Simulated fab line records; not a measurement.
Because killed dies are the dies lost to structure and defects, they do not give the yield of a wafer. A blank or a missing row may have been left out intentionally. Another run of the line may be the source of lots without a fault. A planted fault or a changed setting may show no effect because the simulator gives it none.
Which tool is to blame? | flow nand harc | Sampling: 24 lots, 72 wafers, 3 of 1302 route steps

WHAT EACH GAUGE READ, for each wafer
NHARC_A_WL_FILL_INSPECT_15. Usual: raw defect count at 472, with a standard deviation of 140.
lot  | measured     | on                | raw defect count | flag
L074 | day 21 00:45 | defect inspect-02 | 496 904 595      |
L076 | day 21 20:34 | defect inspect-02 | 378 327 311      |
L077 | day 21 23:34 | defect inspect-01 | 389 393 410      |
L078 | day 22 10:28 | defect inspect-01 | 587 362 573      |
L079 | day 23 00:19 | defect inspect-02 | 317 327 330      |
L075 | day 24 02:44 | defect inspect-01 | 475 790 648      |
L081 | day 24 02:37 | defect inspect-02 | 400 336 267      |
L082 | day 24 12:55 | defect inspect-01 | 546 524 458      |
L080 | day 24 12:54 | defect inspect-02 | 351 405 414      |
L083 | day 25 01:23 | defect inspect-01 | 513 403 680      |
L084 | day 25 01:21 | defect inspect-02 | 231 336 321      |
L085 | day 25 21:25 | defect inspect-02 | 439 359 324      |
L086 | day 26 07:20 | defect inspect-01 | 413 486 535      |
L087 | day 26 21:36 | defect inspect-01 | 424 577 494      |
L089 | day 27 06:45 | defect inspect-01 | 450 537 563      |
L090 | day 27 06:52 | defect inspect-01 | 499 401 397      |
L088 | day 27 09:46 | defect inspect-01 | 440 458 538      |
L092 | day 27 19:28 | defect inspect-01 | 437 516 402      |
L091 | day 27 19:37 | defect inspect-02 | 537 414 438      |
L093 | day 28 19:10 | defect inspect-01 | 452 476 517      |
L095 | day 30 02:40 | defect inspect-01 | 323 417 415      |
L094 | day 30 02:47 | defect inspect-01 | 474 567 693      |
L096 | day 30 02:40 | defect inspect-02 | 443 352 282      |
L097 | day 30 13:44 | defect inspect-02 | 355 434 438      |

EACH LOT AND THE TOOL THAT RAN IT (in order: tool; ch and the chambers of the sampled wafers; start)
lot  | NHARC_A_WL_FILL_CVD_03        | NHARC_A_WL_FILL_CVD_20
L074 | cvd w-01 ch 0,1, day 20 07:26 | cvd w-01 ch 0,1, day 21 00:45 or earlier
L076 | cvd w-02 ch 0,1, day 21 03:45 | cvd w-01 ch 0,1, day 21 20:34 or earlier
L077 | cvd w-01 ch 0,1, day 21 03:55 | cvd w-01 ch 0,1, day 21 23:34 or earlier
L078 | cvd w-01 ch 0,1, day 21 17:14 | cvd w-02 ch 0,1, day 22 10:28 or earlier
L079 | cvd w-02 ch 0,1, day 22 07:12 | cvd w-02 ch 1, day 23 00:19 or earlier
L075 | cvd w-01 ch 0,1, day 23 09:23 | cvd w-02 ch 0,1, day 24 02:44 or earlier
L081 | cvd w-02 ch 0,1, day 23 09:34 | cvd w-02 ch 0,1, day 24 02:37 or earlier
L082 | cvd w-02 ch 0,1, day 23 19:07 | cvd w-01 ch 0,1, day 24 12:55 or earlier
L080 | cvd w-02 ch 1, day 23 19:25   | cvd w-02 ch 0,1, day 24 12:54 or earlier
L083 | cvd w-02 ch 0,1, day 24 04:47 | cvd w-01 ch 0,1, day 25 01:23 or earlier
L084 | cvd w-02 ch 0,1, day 24 07:26 | cvd w-02 ch 0,1, day 25 01:21 or earlier
L085 | cvd w-01 ch 0,1, day 25 04:36 | cvd w-02 ch 1, day 25 21:25 or earlier
L086 | cvd w-02 ch 0, day 25 11:47   | cvd w-02 ch 0,1, day 26 07:20 or earlier
L087 | cvd w-01 ch 0,1, day 26 03:10 | cvd w-01 ch 1, day 26 21:36 or earlier
L089 | cvd w-02 ch 0,1, day 26 10:22 | cvd w-01 ch 0,1, day 27 06:45 or earlier
L090 | cvd w-01 ch 0, day 26 15:38   | cvd w-01 ch 1, day 27 06:52 or earlier
L088 | cvd w-02 ch 0,1, day 26 15:50 | cvd w-01 ch 0,1, day 27 09:46 or earlier
L092 | cvd w-02 ch 0,1, day 26 23:41 | cvd w-01 ch 0,1, day 27 19:28 or earlier
L091 | cvd w-01 ch 0,1, day 26 23:52 | cvd w-01 ch 1, day 27 19:37 or earlier
L093 | cvd w-01 ch 0,1, day 27 23:50 | cvd w-02 ch 0,1, day 28 19:10 or earlier
L095 | cvd w-02 ch 0,1, day 29 06:25 | cvd w-02 ch 0,1, day 30 02:40 or earlier
L094 | cvd w-01 ch 0,1, day 29 08:18 | cvd w-02 ch 0, day 30 02:47 or earlier
L096 | cvd w-01 ch 0,1, day 29 10:57 | cvd w-01 ch 1, day 30 02:40 or earlier
L097 | cvd w-02 ch 0,1, day 29 20:50 | cvd w-01 ch 0,1, day 30 13:44 or earlier
- NHARC_A_WL_FILL_CVD_03: deposits W, target thk 40 nm, time 279 s.
- NHARC_A_WL_FILL_CVD_20: deposits W, target thk 100 nm, time 74 s.

AS READ BY THE TOOLS THEMSELVES (means over the sampled wafers that have a number; for cases with no such wafer, the mark the record gives instead)
NHARC_A_WL_FILL_CVD_03. Usual: heater power w 449 W, standard deviation 17; mfc wf6 sccm 40.02 sccm, standard deviation 0.12; throttle valve pct 7.9 %, standard deviation 0.39.
lot  | tool     | heater power w (W) | mfc wf6 sccm (sccm) | throttle valve pct (%) | flag
L074 | cvd w-01 | 457                | 39.93               | 7.8                    |
L076 | cvd w-02 | 442                | 39.98               | 7.9                    |
L077 | cvd w-01 | 445                | 40.00               | 8.1                    |
L078 | cvd w-01 | 468                | 40.04               | 8.0                    |
L079 | cvd w-02 | 443                | 40.13               | 7.9                    |
L075 | cvd w-01 | 464                | 40.05               | 7.9                    |
L081 | cvd w-02 | 445                | 40.18               | 7.9                    |
L082 | cvd w-02 | 444                | 40.07               | 7.8                    |
L080 | cvd w-02 | 455                | 39.87               | 7.9                    |
L083 | cvd w-02 | 440                | 40.05               | 8.0                    |
L084 | cvd w-02 | 444                | 40.11               | 8.0                    |
L085 | cvd w-01 | 446                | 40.02               | 8.0                    |
L086 | cvd w-02 | 442                | 40.04               | 8.1                    |
L087 | cvd w-01 | 449                | 40.10               | 7.8                    |
L089 | cvd w-02 | 450                | 39.98               | 7.8                    |
L090 | cvd w-01 | 438                | 39.99               | 8.3                    |
L088 | cvd w-02 | 446                | 40.00               | 8.0                    |
L092 | cvd w-02 | 457                | 40.05               | 7.9                    |
L091 | cvd w-01 | 456                | 39.94               | 7.7                    |
L093 | cvd w-01 | 443                | 40.00               | 8.2                    |
L095 | cvd w-02 | 467                | 39.92               | 8.0                    |
L094 | cvd w-01 | 454                | 39.98               | 8.1                    |
L096 | cvd w-01 | 451                | 40.10               | 8.1                    |
L097 | cvd w-02 | 454                | 40.08               | 7.8                    |

NHARC_A_WL_FILL_CVD_20. Usual: heater power w 805 W, standard deviation 31; mfc wf6 sccm 39.99 sccm, standard deviation 0.13; throttle valve pct 7.9 %, standard deviation 0.43.
lot  | tool     | heater power w (W) | mfc wf6 sccm (sccm) | throttle valve pct (%) | flag
L074 | cvd w-01 | 829                | 39.85               | 7.7                    |
L076 | cvd w-01 | 796                | 39.75               | 8.2                    |
L077 | cvd w-01 | 794                | 39.85               | 8.2                    |
L078 | cvd w-02 | 782                | 39.91               | 7.7                    |
L079 | cvd w-02 | 790                | 40.07               | 7.7                    |
L075 | cvd w-02 | 784                | 39.98               | 8.0                    |
L081 | cvd w-02 | 790                | 39.91               | 7.9                    |
L082 | cvd w-01 | 804                | 39.93               | 8.1                    |
L080 | cvd w-02 | 790                | 40.08               | 7.9                    |
L083 | cvd w-01 | 826                | 40.01               | 7.9                    |
L084 | cvd w-02 | 790                | 40.08               | 7.9                    |
L085 | cvd w-02 | 805                | 40.05               | 7.7                    |
L086 | cvd w-02 | 801                | 39.93               | 8.0                    |
L087 | cvd w-01 | 830                | 39.94               | 7.4                    |
L089 | cvd w-01 | 822                | 39.89               | 7.7                    |
L090 | cvd w-01 | 848                | 40.06               | 7.4                    |
L088 | cvd w-01 | 803                | 40.02               | 8.2                    |
L092 | cvd w-01 | 810                | 39.98               | 8.1                    |
L091 | cvd w-01 | 823                | 40.08               | 7.4                    |
L093 | cvd w-02 | 798                | 40.11               | 8.0                    |
L095 | cvd w-02 | 799                | 39.98               | 8.1                    |
L094 | cvd w-02 | 781                | 39.99               | 8.2                    |
L096 | cvd w-01 | 846                | 40.02               | 7.4                    |
L097 | cvd w-01 | 790                | 40.02               | 8.1                    |

THE ANSWER, worked out from the rows above alone
Rule: lot off if the mean of its wafers having a number is beyond 3 standard deviations from the usual mean. A lot without any number at a reading at which 4 lots or more have one is off too. Any other lot the step has rows for is counted as sound. The gauges are gone through in route order, then the tools' own readings, and for those a lot's mean is taken as printed above. The first step at which some lot is off is used, and at that step the reading that is off furthest; a lot without a number counts as furthest.
No lot is off at any reading shown: from this, nothing can be told.

WHAT THE SIMULATOR PUT IN
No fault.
